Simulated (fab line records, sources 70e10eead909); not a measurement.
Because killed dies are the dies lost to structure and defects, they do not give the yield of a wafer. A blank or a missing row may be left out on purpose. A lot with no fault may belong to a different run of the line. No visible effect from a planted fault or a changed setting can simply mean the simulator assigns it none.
Which tool did it? | flow nand-harc | Sampling: 13 lots, 39 wafers, 6 of 1302 route steps

## WHAT EACH GAUGE READ, for each wafer
NHARC_A_ONON_D1_THK_MEAS_18: measures by ellipsometry. Usual: thk-nm at 998 nm, with a standard deviation of 8.2.
lot  | measured     | on            | thk-nm (nm)    | flag
L626 | day 8 11:32  | film-metro-02 | 1015 1017 1017 |
L627 | day 8 19:07  | film-metro-01 | 1012 1013 1011 |
L628 | day 9 11:01  | film-metro-02 | 997 998 998    |
L629 | day 9 11:01  | film-metro-02 | 997 997 998    |
L630 | day 10 03:21 | film-metro-02 | 1013 1014 1013 |
L631 | day 10 03:21 | film-metro-01 | 1000 999 1001  |
L633 | day 11 10:14 | film-metro-02 | 995 994 991    |
L635 | day 12 01:25 | film-metro-01 | 997 996 997    |
L640 | day 14 04:28 | film-metro-01 | 1000 1001 1000 |
L642 | day 14 22:37 | film-metro-01 | 991 994 993    |
L646 | day 16 20:22 | film-metro-01 | 995 997 994    |
L647 | day 16 20:22 | film-metro-01 | 995 996 996    |
L648 | day 17 12:05 | film-metro-02 | 982 982 981    |

NHARC_A_ONON_D1_THK_MEAS_27: measures by ellipsometry. Usual: thk-nm at 1002 nm, with a standard deviation of 9.5.
lot  | measured     | on            | thk-nm (nm)                   | flag
L626 | day 8 13:14  | film-metro-02 | 1007 1007 1008                |
L627 | day 8 20:49  | film-metro-01 | 994 995 996                   |
L628 | day 9 12:43  | film-metro-01 | 993 993 992                   |
L629 | day 9 12:44  | film-metro-02 | 1004 1004 1002                |
L630 | day 10 05:03 | film-metro-02 | 990 989 990                   |
L631 | day 10 05:04 | film-metro-01 | 986 988 987                   |
L633 | day 11 11:56 | film-metro-01 | 992 990 991                   |
L635 | day 12 03:07 | film-metro-01 | 1013 1015 1013                |
L640 | day 14 06:10 | film-metro-01 | 1525 1526 1526 1526 1525 1524 | OFF
L642 | day 15 00:19 | film-metro-01 | 1546 1545 1545 1546 1544 1545 | OFF
L646 | day 16 22:04 | film-metro-01 | 1005 1004 1004                |
L647 | day 16 22:04 | film-metro-01 | 1007 1004 1004                |
L648 | day 17 13:47 | film-metro-02 | 981 981 981                   |

NHARC_A_ONON_D1_THK_MEAS_30: measures by ellipsometry. Usual: thk-nm at 999 nm, with a standard deviation of 9.5.
lot  | measured     | on            | thk-nm (nm)    | flag
L626 | day 8 13:48  | film-metro-01 | 1000 1001 999  |
L627 | day 8 21:23  | film-metro-01 | 1002 1000 1001 |
L628 | day 9 13:17  | film-metro-02 | 1014 1015 1013 |
L629 | day 9 13:17  | film-metro-01 | 1022 1020 1022 |
L630 | day 10 05:37 | film-metro-02 | 986 989 986    |
L631 | day 10 05:37 | film-metro-01 | 989 990 990    |
L633 | day 11 12:31 | film-metro-02 | 996 996 997    |
L635 | day 12 03:41 | film-metro-01 | 986 986 985    |
L646 | day 16 22:38 | film-metro-01 | 999 1002 1000  |
L647 | day 16 22:38 | film-metro-01 | 1004 1005 1005 |
L648 | day 17 14:22 | film-metro-02 | 998 997 997    |

NHARC_END_SORT_01. Usual: for defect-limited-yield, 91 % with a standard deviation of 3; for killed-at-array, 59 with a standard deviation of 20; for killed-at-other, 0.8 with a standard deviation of 1; for killed-at-periphery, 3.2 with a standard deviation of 2.1; for killed-dies, 63 with a standard deviation of 21; for killed-open, 3.0 with a standard deviation of 1.9; for killed-short, 2.3 with a standard deviation of 1.5.
lot  | measured     | on        | defect-limited-yield (%) | killed-at-array | killed-at-other | killed-at-periphery | killed-dies | killed-open | killed-short | flag
L626 | day 24 04:12 | prober-02 | 89 90 90                 | 69 64 65        | 3 1 2           | 1 1 4               | 73 66 71    | 6 3 2       | 1 2 1        |
L627 | day 25 09:34 | prober-02 | 96 97 96                 | 23 21 21        | 0 1 1           | 2 1 3               | 25 23 25    | 2 2 8       | 3 2 3        |
L628 | day 25 21:34 | prober-01 | 87 87 88                 | 81 82 78        | 4 5 2           | 0 2 2               | 85 89 82    | 5 6 3       | 5 3 2        |
L629 | day 26 07:46 | prober-01 | 96 96 95                 | 25 20 30        | 0 0 0           | 1 4 3               | 26 24 33    | 3 6 4       | 0 0 6        |
L630 | day 25 21:37 | prober-02 | 95 96 96                 | 29 26 22        | 1 0 1           | 2 2 1               | 32 28 24    | 7 2 1       | 2 1 1        |
L631 | day 26 16:01 | prober-02 | 89 87 88                 | 75 83 70        | 0 2 0           | 2 3 8               | 77 88 78    | 2 2 8       | 4 4 4        |
L633 | day 27 21:18 | prober-02 | 90 91 91                 | 56 57 56        | 0 0 0           | 9 7 4               | 65 64 60    | 6 4 2       | 1 4 1        |
L635 | day 28 15:27 | prober-02 | 87 87 89                 | 78 84 72        | 3 0 1           | 4 1 4               | 85 85 77    | 4 2 5       | 2 2 7        |
L646 | day 33 04:44 | prober-01 | 92 90 91                 | 53 62 57        | 2 1 0           | 2 2 2               | 57 65 59    | 3 7 3       | 2 1 0        |
L647 | day 33 21:05 | prober-01 | 93 92 92                 | 47 51 48        | 2 2 4           | 0 3 3               | 49 56 55    | 1 2 1       | 3 3 4        |
L648 | day 33 11:40 | prober-01 | 89 91 91                 | 70 60 54        | 0 1 1           | 4 3 6               | 74 64 61    | 2 7 0       | 1 1 0        |

## WHAT TOOL EACH LOT RAN ON (gives the tool, then ch and the chambers of the sampled wafers, and finally the start)
lot  | NHARC_A_ZERO_WELL_DESCUM_12        | NHARC_A_ONON_D1_DEP_25
L626 | rie-diel-11 ch 0,2,3, day 7 03:49  | pecvd-onon-02 ch 0, day 8 12:47
L627 | rie-diel-05 ch 0,2, day 7 09:05    | pecvd-onon-04 ch 0, day 8 20:19
L628 | rie-diel-11 ch 0,1, day 7 23:22    | pecvd-onon-03 ch 0, day 9 12:12
L629 | rie-diel-05 ch 0,2,3, day 8 01:16  | pecvd-onon-04 ch 0, day 9 12:23
L630 | rie-diel-11 ch 0,1,3, day 8 14:40  | pecvd-onon-03 ch 0, day 10 04:32
L631 | rie-diel-11 ch 1,2, day 8 20:58    | pecvd-onon-02 ch 0, day 10 04:36
L633 | rie-diel-11 ch 0,1,3, day 10 00:49 | pecvd-onon-04 ch 0, day 11 11:26
L635 | rie-diel-11 ch 1,3, day 10 18:45   | pecvd-onon-02 ch 0, day 12 02:40
L640 | rie-diel-11 ch 0,3, day 12 17:56   | pecvd-onon-02 ch 0, day 14 05:43
L642 | rie-diel-11 ch 1,2, day 13 13:17   | pecvd-onon-02 ch 0, day 14 23:55
L646 | rie-diel-05 ch 1,2,3, day 15 09:04 | pecvd-onon-04 ch 0, day 16 21:37
L647 | rie-diel-03 ch 0,2, day 15 09:39   | pecvd-onon-03 ch 0, day 16 21:40
L648 | rie-diel-03 ch 0,2, day 15 23:01   | pecvd-onon-04 ch 0, day 17 13:17
- NHARC_A_ZERO_WELL_DESCUM_12: chemistry O2, time 3 s.
- NHARC_A_ONON_D1_DEP_25: target thk 1000 nm.

## WHAT THE TOOLS THEMSELVES READ (means of the sampled wafers that have a number; where no wafer has one, the mark that the record gives instead)
NHARC_A_ZERO_WELL_DESCUM_12. Usual: chamber-pressure-mTorr 60.00 mTorr, standard deviation 0.053; drypump-motor-current-A 5.9 A, standard deviation 0.4; oes-product-au 0.999 a.u., standard deviation 0.008; rf-vpp-V 57.7 V, standard deviation 0.87; showerhead-plenum-p-Torr 1.89 Torr, standard deviation 0.054; throttle-valve-pct 11.313 %, standard deviation 0.0098.
lot  | tool        | chamber-pressure-mTorr (mTorr) | drypump-motor-current-A (A) | oes-product-au (a.u.) | rf-vpp-V (V) | showerhead-plenum-p-Torr (Torr) | throttle-valve-pct (%) | flag
L626 | rie-diel-11 | 59.99                          | 6.2                         | 0.993                 | 57.7         | 1.88                            | 11.315                 |
L627 | rie-diel-05 | 60.03                          | 5.6                         | 1.001                 | 57.7         | 1.90                            | 11.306                 |
L628 | rie-diel-11 | 59.94                          | 6.0                         | 0.997                 | 58.3         | 1.87                            | 11.317                 |
L629 | rie-diel-05 | 60.01                          | 5.4                         | 1.002                 | 57.8         | 1.89                            | 11.312                 |
L630 | rie-diel-11 | 60.02                          | 6.1                         | 0.999                 | 57.1         | 1.88                            | 11.313                 |
L631 | rie-diel-11 | 59.95                          | 5.9                         | 0.994                 | 57.6         | 1.87                            | 11.322                 |
L633 | rie-diel-11 | 59.98                          | 6.1                         | 0.996                 | 57.3         | 1.88                            | 11.323                 |
L635 | rie-diel-11 | 60.00                          | 6.0                         | 0.996                 | 56.3         | 1.88                            | 11.306                 |
L640 | rie-diel-11 | 60.03                          | 6.3                         | 0.993                 | 57.5         | 1.89                            | 11.299                 |
L642 | rie-diel-11 | 59.97                          | 6.0                         | 0.998                 | 58.1         | 1.87                            | 11.306                 |
L646 | rie-diel-05 | 59.97                          | 5.4                         | 0.994                 | 58.0         | 1.93                            | 11.329                 |
L647 | rie-diel-03 | 60.00                          | 5.6                         | 0.994                 | 59.0         | 1.95                            | 11.306                 |
L648 | rie-diel-03 | 60.01                          | 5.9                         | 0.995                 | 57.2         | 1.89                            | 11.311                 |

## THE ANSWER, worked out from the rows above alone
Rule: a lot is off if the mean of its wafers that have a number lies more than 3 standard deviations from the usual mean. A lot without any number at a reading at which 4 lots or more have one is off too. The other lots that the step has rows for count as sound. The gauges are gone through in route order, then the tools' own readings, and for those a lot's mean is taken as printed above. The first step at which some lot is off is used, and at that step the reading that is off furthest; a lot without a number counts as furthest.
Off at NHARC_A_ONON_D1_THK_MEAS_27 (thk-nm): L640, L642.
If a tool, at a process step before that reading, ran all the lots that are off and no sound lot after the first of them, it fits. Gauges at NHARC_A_ONON_D1_THK_MEAS_27: tried the same way as those tools. 2 tools fit, rie-diel-11 at NHARC_A_ZERO_WELL_DESCUM_12 and pecvd-onon-02 at NHARC_A_ONON_D1_DEP_25, so this cannot tell which one it is.

## WHAT WAS PUT IN BY THE SIMULATOR
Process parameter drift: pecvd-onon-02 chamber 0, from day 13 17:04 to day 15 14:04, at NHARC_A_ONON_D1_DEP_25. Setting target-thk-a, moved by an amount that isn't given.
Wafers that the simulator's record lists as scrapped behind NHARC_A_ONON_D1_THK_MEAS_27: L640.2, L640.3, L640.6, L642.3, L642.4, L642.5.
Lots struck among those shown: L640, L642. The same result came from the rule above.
